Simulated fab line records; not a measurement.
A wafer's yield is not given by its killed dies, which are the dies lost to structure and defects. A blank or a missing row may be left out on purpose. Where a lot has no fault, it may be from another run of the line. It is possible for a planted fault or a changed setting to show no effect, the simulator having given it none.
fab line records | flow nandHarc | part 1 of 2: steps 1 to 27 of 33
record: lots: 5 wafers: 15 lastDay: 31
route steps=1302 shown A_STAIRCASE@639
lots untouched by any fault: they come from a run of this same line in which no faults occurred
startH: the number of hours between the record's first day and the start of the first shown wafer of the lot | waitH: hours elapsed since this lot's preceding step | " the same as in the row above | L1.1+2: one row covering several wafers at once | - either no value or no given start | * or withheld: withheld | < > ~ a bound
route shown NAME@n: a module of which the file shows steps, and the number in the route of the first | usual: average and standard deviation across the fault-free wafers | same: alike in all rows | chamber/n: place in a boat | sites: the reading at each site | _std_site: standard deviation of those values | _edge_site: inner sites' mean taken away from outer sites' mean | radiusMm: how far each site lies from the wafer's centre | mask NAME#n: copy n | behind: the last tool/chamber to shape the wafer | hold: why the lot went on hold/how many hours it stayed there/how the hold came to an end | device: the n, p or np transistor that did not switch | end of line: the tests these same wafers got at the end of their route | a step given without rows: its recipe and nothing more | killed: the dies lost at the first sort to structure and to defects; this is not the yield of the wafer | map: a wafer's dies, x killed, . not, _ none there
set.NAME: the setting that was run; set.NAME@STEP: the one run at that earlier step | model.NAME: the simulator's own value behind a step, which no gauge read
a table for each step, a row for each wafer; lots at some steps of the route
services: from which hour (startH, from the record's first day; less than 0 if before it) a tool's chamber was out of use, for how many hours, and why
== steps ==
step: NHARC_A_STAIRCASE_DEP_156
recipe: targetThkA: 500 tempC: 400 targetThkNm: 50 flowSccm: 200 rfW: 450 material: SiNx
usual: heaterPowerW: 715/120 susceptorTempC: 400.01/0.21
columns lot.wafer tool chamber startH waitH heaterPowerW susceptorTempC
L075.1 pecvd-04 1 354.54 0.1 789 400.03
L075.4 " 2 " " 573 400.27
L075.6 " 1 " " 814 400.55
L078.3 pecvd-04 2 377.07 0.2 478 399.95
L078.6 " 2 " " 483 400.18
L078.5 " 1 " " 852 399.94
L082.2 pecvd-01 2 436.67 0.4 653 399.97
L082.3 " 0 " " 737 399.94
L082.4 " 0 " " 724 399.82
L087.3 pecvd-01 2 486.39 0.1 600 399.89
L087.2 " 0 " " 803 400.11
L087.5 " 1 " " 859 399.78
L094.2 pecvd-04 0 541.82 0.1 853 399.93
L094.6 " 1 " " 859 400.09
L094.5 " 2 " " 592 400.18
step: NHARC_A_STAIRCASE_DEHYDRATE_158
recipe: tempC: 150 timeS: 120
usual: plateTempC: 150.01/0.15
columns lot.wafer tool chamber startH waitH plateTempC
L075.1 lithoTrack-05 0 354.76 0.2 150.15
L075.4 " 0 " " 149.98
L075.6 " 0 " " 149.94
L078.3 lithoTrack-02 0 377.34 0.2 150.16
L078.5 " 0 " " 150.19
L078.6 " 0 " " 150.18
L082.2 lithoTrack-07 0 436.94 0.2 150.24
L082.3 " 0 " " 150.09
L082.4 " 0 " " 150.12
L087.2 lithoTrack-02 0 486.66 0.2 149.96
L087.3 " 0 " " 149.96
L087.5 " 0 " " 149.90
L094.2 lithoTrack-05 0 542.03 0.2 150.07
L094.5 " 0 " " 150.26
L094.6 " 0 " " 149.97
step: NHARC_A_STAIRCASE_HMDS_159
recipe: timeS: 30
columns lot.wafer tool chamber startH waitH
L075.1+4+6 lithoTrack-05 0 - -
L078.3+5+6 lithoTrack-02 0 - -
L082.2+3+4 lithoTrack-07 0 - -
L087.2+3+5 lithoTrack-02 0 - -
L094.2+5+6 lithoTrack-05 0 - -
step: NHARC_A_STAIRCASE_COAT_160
recipe: spinRpm: 1200
columns lot.wafer tool chamber startH waitH
L075.1+4+6 lithoTrack-05 0 - -
L078.3+5+6 lithoTrack-02 0 - -
L082.2+3+4 lithoTrack-07 0 - -
L087.2+3+5 lithoTrack-02 0 - -
L094.2+5+6 lithoTrack-05 0 - -
step: NHARC_A_STAIRCASE_SOFTBAKE_161
recipe: tempC: 135 timeS: 170
usual: plateTempC: 134.97/0.14
columns lot.wafer tool chamber startH waitH plateTempC
L075.1 lithoTrack-05 0 - - 134.97
L075.4 " 0 " " 134.99
L075.6 " 0 " " 135.03
L078.3 lithoTrack-02 0 - - 134.95
L078.5 " 0 " " 135.00
L078.6 " 0 " " 135.12
L082.2 lithoTrack-07 0 - - 135.09
L082.3 " 0 " " 134.81
L082.4 " 0 " " 134.83
L087.2 lithoTrack-02 0 - - 135.06
L087.3 " 0 " " 135.01
L087.5 " 0 " " 135.26
L094.2 lithoTrack-05 0 - - 134.53
L094.5 " 0 " " 134.92
L094.6 " 0 " " 134.85
step: NHARC_A_STAIRCASE_EBR_162
columns lot.wafer tool chamber startH waitH
L075.1+4+6 lithoTrack-05 0 - -
L078.3+5+6 lithoTrack-02 0 - -
L082.2+3+4 lithoTrack-07 0 - -
L087.2+3+5 lithoTrack-02 0 - -
L094.2+5+6 lithoTrack-05 0 - -
step: NHARC_A_STAIRCASE_EXPOSE_163
recipe: na: 0.5 doseMj: 20.01 maskId: STAIR_OPEN
usual: reticleTempC: 23.02/0.12
columns lot.wafer tool chamber startH waitH mask reticleTempC
L075.1 krfScanner-02 0 354.97 - STAIR_OPEN#0 22.95
L075.4 " 0 " " STAIR_OPEN#0 22.96
L075.6 " 0 " " STAIR_OPEN#0 22.90
L078.3 krfScanner-02 0 377.56 - STAIR_OPEN#0 22.86
L078.5 " 0 " " STAIR_OPEN#0 22.77
L078.6 " 0 " " STAIR_OPEN#0 23.03
L082.2 krfScanner-02 0 437.28 - STAIR_OPEN#0 23.03
L082.3 " 0 " " STAIR_OPEN#0 23.02
L082.4 " 0 " " STAIR_OPEN#0 23.31
L087.2 krfScanner-04 0 487.01 - STAIR_OPEN#0 22.81
L087.3 " 0 " " STAIR_OPEN#0 22.95
L087.5 " 0 " " STAIR_OPEN#0 22.91
L094.2 krfScanner-02 0 542.25 - STAIR_OPEN#0 22.92
L094.5 " 0 " " STAIR_OPEN#0 23.04
L094.6 " 0 " " STAIR_OPEN#0 22.99
step: NHARC_A_STAIRCASE_PEB_164
recipe: pebTempC: 115 pebTimeS: 130
usual: plateTempC: 115.01/0.15
columns lot.wafer tool chamber startH waitH plateTempC
L075.1 lithoTrack-02 0 355.03 0.1 114.95
L075.4 " 0 " " 114.97
L075.6 " 0 " " 115.08
L078.3 lithoTrack-07 0 377.62 0.1 114.96
L078.5 " 0 " " 115.04
L078.6 " 0 " " 114.87
L082.2 lithoTrack-07 0 437.35 0.1 114.90
L082.3 " 0 " " 114.55
L082.4 " 0 " " 114.88
L087.2 lithoTrack-02 0 487.07 0.1 115.02
L087.3 " 0 " " 115.01
L087.5 " 0 " " 114.99
L094.2 lithoTrack-05 0 542.31 0.1 114.76
L094.5 " 0 " " 114.93
L094.6 " 0 " " 114.88
step: NHARC_A_STAIRCASE_DEVELOP_165
recipe: timeS: 140
columns lot.wafer tool chamber startH waitH
L075.1+4+6 lithoTrack-02 0 - -
L078.3+5+6 lithoTrack-07 0 - -
L082.2+3+4 lithoTrack-07 0 - -
L087.2+3+5 lithoTrack-02 0 - -
L094.2+5+6 lithoTrack-05 0 - -
step: NHARC_A_STAIRCASE_HARDBAKE_167
recipe: tempC: 120 timeS: 140
columns lot.wafer tool chamber startH waitH
L075.1+4+6 lithoTrack-05 0 355.25 -
L078.3+5+6 lithoTrack-02 0 377.84 -
L082.2+3+4 lithoTrack-02 0 437.57 -
L087.2+3+5 lithoTrack-07 0 487.29 -
L094.2+5+6 lithoTrack-07 0 542.53 -
step: NHARC_A_STAIRCASE_DESCUM_168
recipe: timeS: 3 o2FlowSccm: 200 arFlowSccm: 0 biasPowerW: 0 chemistry: O2
usual: drypumpMotorCurrentA: 5.7/0.43 o2FlowSccm: 200.0/0.59 oesProductAu: 1.004/0.0086 rfVppV: 57.9/0.86 showerheadPlenumPTorr: 1.92/0.076 throttleValvePct: 11.312/0.0094
columns lot.wafer tool chamber startH waitH drypumpMotorCurrentA o2FlowSccm oesProductAu rfHoursCounterH rfVppV showerheadPlenumPTorr throttleValvePct
L075.1 rieDiel-01 1 355.34 - 5.9 199.9 1.004 43 58.8 1.95 11.299
L075.4 " 3 " " 5.7 200.0 0.992 40 58.2 1.85 11.328
L075.6 " 2 " " 6.2 200.0 1.013 - 56.8 1.79 11.311
L078.3 rieDiel-01 3 378.02 - 5.7 200.2 0.995 51 56.9 1.85 11.307
L078.5 " 3 " " 5.7 200.6 0.996 - 57.4 1.85 11.311
L078.6 " 0 " " 5.4 199.8 0.998 - 56.8 1.76 11.317
L082.4 rieDiel-01 3 437.66 - 5.7 200.8 0.978 14 57.0 1.85 11.320
L082.2 " 0 " " 5.4 200.1 0.993 15 58.8 2.07 11.302
L082.3 " 2 " " 6.2 199.5 1.004 8 57.2 1.78 11.295
L087.2 rieDiel-08 1 487.39 - 5.6 199.7 1.006 34 57.3 1.98 11.317
L087.3 " 2 " " 5.6 199.8 0.998 39 58.3 1.87 11.297
L087.5 " 0 " " 5.3 200.6 1.014 - 58.8 1.93 11.327
L094.2 rieDiel-08 0 542.64 - 5.4 199.8 0.998 54 56.5 1.93 11.320
L094.6 " 2 " " 5.6 201.2 0.990 - 57.8 1.86 11.298
L094.5 " 3 " " 5.8 199.0 1.008 - 57.4 1.87 11.339
step: NHARC_A_STAIRCASE_ETCH_169
recipe: targetDepthA: 500 timeS: 107.1 ionEnergyEv: 120 ch3fFlowSccm: 50 o2FlowSccm: 30 arFlowSccm: 200 rfW: 500 biasW: 100 chemistry: CH3F/O2
usual: drypumpMotorCurrentA: 5.7/0.45 o2FlowSccm: 30.01/0.092 oesProductAu: 0.961/0.017 rfVppV: 244.5/1.4 showerheadPlenumPTorr: 2.47/0.093 throttleValvePct: 20.664/0.0091
columns lot.wafer tool chamber startH waitH drypumpMotorCurrentA o2FlowSccm oesProductAu rfHoursCounterH rfVppV showerheadPlenumPTorr throttleValvePct
L075.1 rieDiel-01 0 355.43 0.1 5.4 29.86 0.980 37 242.1 2.27 20.661
L075.4 " 2 " " 6.2 30.10 0.977 42 242.5 2.31 20.633
L075.6 " 1 " " 5.9 30.00 0.964 - 244.5 2.50 20.670
L078.3 rieDiel-01 2 378.31 0.3 6.2 29.89 0.976 53 244.2 2.30 20.683
L078.5 " 3 " " 5.7 30.06 0.946 - 243.0 2.38 20.651
L078.6 " 0 " " 5.4 29.97 0.950 - 242.1 2.27 20.668
L082.4 rieDiel-01 1 437.74 0.1 5.9 29.89 0.983 15 244.9 2.49 20.664
L082.2 " 3 " " 5.7 30.05 0.956 14 243.1 2.37 20.652
L082.3 " 0 " " 5.5 30.09 0.962 15 247.7 2.65 20.682
L087.3 rieDiel-08 1 487.47 0.1 5.6 29.95 0.953 34 246.3 2.54 20.657
L087.2 " 2 " " 5.6 29.85 0.976 39 244.4 2.40 20.669
L087.5 " 0 " " 5.3 29.92 0.963 - 245.6 2.49 20.646
L094.2 rieDiel-08 1 542.71 0.1 5.6 30.09 0.974 56 246.8 2.53 20.660
L094.5 " 0 " " 5.4 29.77 0.986 - 243.7 2.48 20.656
L094.6 " 1 " " 5.6 30.05 0.974 - 245.4 2.53 20.658
step: NHARC_A_STAIRCASE_ETCH_170
recipe: targetDepthA: 2000 timeS: 66.667 ionEnergyEv: 250 c4f6FlowSccm: 25 o2FlowSccm: 20 arFlowSccm: 500 rfW: 600 biasW: 500 chemistry: C4F6/O2
usual: drypumpMotorCurrentA: 5.7/0.43 o2FlowSccm: 20.02/0.061 oesProductAu: 0.978/0.011 rfVppV: 547.2/2.9 showerheadPlenumPTorr: 3.94/0.14 throttleValvePct: 26.905/0.009
columns lot.wafer tool chamber startH waitH drypumpMotorCurrentA o2FlowSccm oesProductAu rfHoursCounterH rfVppV showerheadPlenumPTorr throttleValvePct
L075.4 rieDiel-01 0 - - 5.4 20.00 0.998 37 541.6 3.64 26.909
L075.1 " 3 " " 5.7 20.02 0.996 40 544.9 3.81 26.912
L075.6 " 0 " " 5.4 19.98 0.996 - 541.3 3.64 26.902
L078.3 rieDiel-01 3 - - 5.7 20.03 0.957 51 546.2 3.81 26.900
L078.6 " 0 " " 5.4 19.94 0.962 - 541.6 3.63 26.903
L078.5 " 1 " " 5.9 19.98 0.968 - 547.7 3.98 26.906
L082.4 rieDiel-01 0 - - 5.4 19.97 0.988 15 551.7 4.22 26.902
L082.2 " 1 " " 5.9 20.05 1.000 15 549.2 3.97 26.895
L082.3 " 2 " " 6.2 20.15 1.002 8 542.2 3.68 26.914
L087.3 rieDiel-08 3 - - 5.8 20.12 0.968 39 546.0 3.86 26.902
L087.2 " 0 " " 5.4 19.99 0.981 32 547.5 3.96 26.896
L087.5 " 3 " " 5.9 20.02 0.979 - 544.7 3.86 26.921
L094.2 rieDiel-08 3 - - 5.9 19.99 0.976 59 545.8 3.84 26.896
L094.5 " 1 " " 5.6 20.01 0.997 - 548.4 4.03 26.893
L094.6 " 2 " " 5.6 20.01 0.976 - 545.2 3.82 26.896
step: NHARC_A_STAIRCASE_STRIP_171
recipe: powerW: 1500 tempC: 250 chemistry: O2
usual: drypumpMotorCurrentA: 5.4/0.54 heaterPowerW: 339/30
columns lot.wafer tool chamber startH waitH drypumpMotorCurrentA heaterPowerW rfHoursCounterH
L075.1 plasmaAsher-02 0 355.71 - 6.1 329 22
L075.4 " 0 " " 6.2 325 -
L075.6 " 1 " " 5.5 311 -
L078.3 plasmaAsher-01 0 378.69 - 5.8 318 -
L078.6 " 0 " " 5.8 320 -
L078.5 " 1 " " 4.7 373 -
L082.2 plasmaAsher-02 1 438.04 - 5.5 322 1
L082.3 " 0 " " 6.1 319 -
L082.4 " 1 " " 5.5 323 -
L087.2 plasmaAsher-01 1 487.91 - 4.7 375 27
L087.3 " 0 " " 5.8 326 -
L087.5 " 1 " " 4.7 375 -
L094.2 plasmaAsher-01 1 543.03 - 4.7 406 3
L094.5 " 1 " " 4.7 400 -
L094.6 " 0 " " 5.8 329 -
step: NHARC_A_STAIRCASE_STRIP_172
recipe: timeS: 900 tempC: 130 chemistry: SPM
columns lot.wafer tool chamber startH waitH
L075.6+1+4 wetBench-01 4,6,0 356.02 0.1
L078.3+6+5 wetBench-02 4,6,1 378.94 0.2
L082.3+4+2 wetBench-09 2,3,6 438.36 0.2
L087.2+3+5 wetBench-02 3,7,0 488.21 0.3
L094.2+6+5 wetBench-01 1,3,5 543.38 0.3
step: NHARC_A_STAIRCASE_PRECLEAN_173
recipe: timeS: * tempC: 50 bathAgeMin: 0 chemistry: SC1
columns lot.wafer tool chamber startH waitH
L075.6+1+4 wetBench-01 4,6,0 - -
L078.3+6+5 wetBench-02 4,6,1 - -
L082.3+4+2 wetBench-09 2,3,6 - -
L087.2+3+5 wetBench-02 3,7,0 - -
L094.2+6+5 wetBench-01 1,3,5 - -
step: NHARC_A_STAIRCASE_SRD_174
columns lot.wafer tool chamber startH waitH
L075.6+1+4 wetBench-01 4,6,0 - -
L078.3+6+5 wetBench-02 4,6,1 - -
L082.3+4+2 wetBench-09 2,3,6 - -
L087.2+3+5 wetBench-02 3,7,0 - -
L094.2+6+5 wetBench-01 1,3,5 - -
step: NHARC_A_STAIRCASE_DEHYDRATE_01
recipe: tempC: 150 timeS: 120
usual: plateTempC: 150.02/0.15
columns lot.wafer tool chamber startH waitH plateTempC
L075.1 lithoTrack-02 0 356.47 - 149.86
L075.4 " 0 " " 150.06
L075.6 " 0 " " 149.92
L078.3 lithoTrack-07 0 379.40 - 149.87
L078.5 " 0 " " 149.90
L078.6 " 0 " " 150.08
L082.2 lithoTrack-07 0 438.80 - 150.05
L082.3 " 0 " " 150.01
L082.4 " 0 " " 150.08
L087.2 lithoTrack-07 0 488.67 - 149.93
L087.3 " 0 " " 150.04
L087.5 " 0 " " 149.96
L094.2 lithoTrack-02 0 543.84 - 149.89
L094.5 " 0 " " 149.75
L094.6 " 0 " " 149.79
step: NHARC_A_STAIRCASE_HMDS_02
recipe: timeS: 30
columns lot.wafer tool chamber startH waitH
L075.1+4+6 lithoTrack-02 0 - -
L078.3+5+6 lithoTrack-07 0 - -
L082.2+3+4 lithoTrack-07 0 - -
L087.2+3+5 lithoTrack-07 0 - -
L094.2+5+6 lithoTrack-02 0 - -
step: NHARC_A_STAIRCASE_COAT_03
recipe: spinRpm: 1200
columns lot.wafer tool chamber startH waitH
L075.1+4+6 lithoTrack-02 0 - -
L078.3+5+6 lithoTrack-07 0 - -
L082.2+3+4 lithoTrack-07 0 - -
L087.2+3+5 lithoTrack-07 0 - -
L094.2+5+6 lithoTrack-02 0 - -
step: NHARC_A_STAIRCASE_SOFTBAKE_04
recipe: tempC: 135 timeS: 170
usual: plateTempC: 134.99/0.13
columns lot.wafer tool chamber startH waitH plateTempC
L075.1 lithoTrack-02 0 - - 135.08
L075.4 " 0 " " 135.10
L075.6 " 0 " " 134.92
L078.3 lithoTrack-07 0 - - 135.12
L078.5 " 0 " " 134.99
L078.6 " 0 " " 134.94
L082.2 lithoTrack-07 0 - - 134.92
L082.3 " 0 " " 134.94
L082.4 " 0 " " 135.16
L087.2 lithoTrack-07 0 - - 135.07
L087.3 " 0 " " 134.88
L087.5 " 0 " " 134.99
L094.2 lithoTrack-02 0 - - 135.02
L094.5 " 0 " " 135.01
L094.6 " 0 " " 135.00
step: NHARC_A_STAIRCASE_EBR_05
columns lot.wafer tool chamber startH waitH
L075.1+4+6 lithoTrack-02 0 - -
L078.3+5+6 lithoTrack-07 0 - -
L082.2+3+4 lithoTrack-07 0 - -
L087.2+3+5 lithoTrack-07 0 - -
L094.2+5+6 lithoTrack-02 0 - -
step: NHARC_A_STAIRCASE_EXPOSE_06
recipe: na: 0.5 doseMj: 25.43 maskId: STAIR
usual: reticleTempC: 23.02/0.099
columns lot.wafer tool chamber startH waitH mask reticleTempC
L075.1 krfScanner-01 0 356.80 - STAIR#0 22.95
L075.4 " 0 " " STAIR#0 22.89
L075.6 " 0 " " STAIR#0 22.80
L078.3 krfScanner-02 0 379.77 - STAIR#0 22.97
L078.5 " 0 " " STAIR#0 23.05
L078.6 " 0 " " STAIR#0 23.05
L082.2 krfScanner-01 0 439.14 - STAIR#0 23.13
L082.3 " 0 " " STAIR#0 22.94
L082.4 " 0 " " STAIR#0 23.05
L087.2 krfScanner-02 0 489.01 - STAIR#0 23.13
L087.3 " 0 " " STAIR#0 22.92
L087.5 " 0 " " STAIR#0 22.89
L094.2 krfScanner-01 0 544.18 - STAIR#0 23.21
L094.5 " 0 " " STAIR#0 23.23
L094.6 " 0 " " STAIR#0 23.06
step: NHARC_A_STAIRCASE_PEB_07
recipe: pebTempC: 115 pebTimeS: 130
usual: plateTempC: 115.06/0.15
columns lot.wafer tool chamber startH waitH plateTempC
L075.1 lithoTrack-05 0 356.87 0.1 115.00
L075.4 " 0 " " 114.83
L075.6 " 0 " " 115.01
L078.3 lithoTrack-07 0 379.82 0.0 115.13
L078.5 " 0 " " 115.24
L078.6 " 0 " " 114.99
L082.2 lithoTrack-05 0 439.20 0.1 115.15
L082.3 " 0 " " 115.15
L082.4 " 0 " " 115.04
L087.2 lithoTrack-05 0 489.07 0.1 115.36
L087.3 " 0 " " 115.26
L087.5 " 0 " " 115.31
L094.2 lithoTrack-05 0 544.24 0.1 115.12
L094.5 " 0 " " 115.05
L094.6 " 0 " " 115.07
step: NHARC_A_STAIRCASE_DEVELOP_08
recipe: timeS: 140
columns lot.wafer tool chamber startH waitH
L075.1+4+6 lithoTrack-05 0 - -
L078.3+5+6 lithoTrack-07 0 - -
L082.2+3+4 lithoTrack-05 0 - -
L087.2+3+5 lithoTrack-05 0 - -
L094.2+5+6 lithoTrack-05 0 - -
step: NHARC_A_STAIRCASE_HARDBAKE_10
recipe: tempC: 120 timeS: 140
columns lot.wafer tool chamber startH waitH
L075.1+4+6 lithoTrack-07 0 357.09 -
L078.3+5+6 lithoTrack-07 0 380.05 -
L082.2+3+4 lithoTrack-07 0 439.42 -
L087.2+3+5 lithoTrack-05 0 489.29 -
L094.2+5+6 lithoTrack-05 0 544.46 -
step: NHARC_A_STAIRCASE_DESCUM_11
recipe: timeS: 3 o2FlowSccm: 200 arFlowSccm: 0 biasPowerW: 0 chemistry: O2
usual: drypumpMotorCurrentA: 5.6/0.4 o2FlowSccm: 199.9/0.6 oesProductAu: 1.005/0.0091 rfVppV: 57.7/0.89 showerheadPlenumPTorr: 1.92/0.074 throttleValvePct: 11.312/0.0095
columns lot.wafer tool chamber startH waitH drypumpMotorCurrentA o2FlowSccm oesProductAu rfHoursCounterH rfVppV showerheadPlenumPTorr throttleValvePct
L075.1 rieDiel-11 3 357.20 - 5.2 199.7 1.007 29 57.0 2.03 11.309
L075.4 " 0 " " 6.7 199.6 0.998 27 57.4 1.94 11.315
L075.6 " 1 " " 5.1 199.1 1.008 - 56.5 1.90 11.326
L078.3 rieDiel-01 3 380.18 - 5.7 199.9 1.006 52 57.4 1.85 11.311
L078.5 " 2 " " 6.2 200.1 1.017 - 58.3 1.79 11.301
L078.6 " 3 " " 5.7 200.7 1.002 - 56.3 1.85 11.306
L082.3 rieDiel-08 0 439.51 - 5.3 200.1 0.998 10 59.3 1.94 11.303
L082.2 " 2 " " 5.6 200.7 0.999 14 59.2 1.87 11.306
L082.4 " 3 " " 5.8 199.6 0.999 15 57.3 1.88 11.303
L087.3 rieDiel-08 3 489.38 - 5.8 199.1 1.006 39 58.0 1.88 11.295
L087.2 " 1 " " 5.6 200.7 1.004 34 58.2 1.97 11.309
L087.5 " 3 " " 5.8 199.0 1.013 - 58.7 1.88 11.295
L094.2 rieDiel-01 0 544.57 - 5.4 199.3 1.003 53 57.5 2.06 11.327
L094.5 " 2 " " 6.2 199.8 1.011 - 58.3 1.77 11.313
L094.6 " 3 " " 5.7 200.0 0.973 - 58.4 1.84 11.312
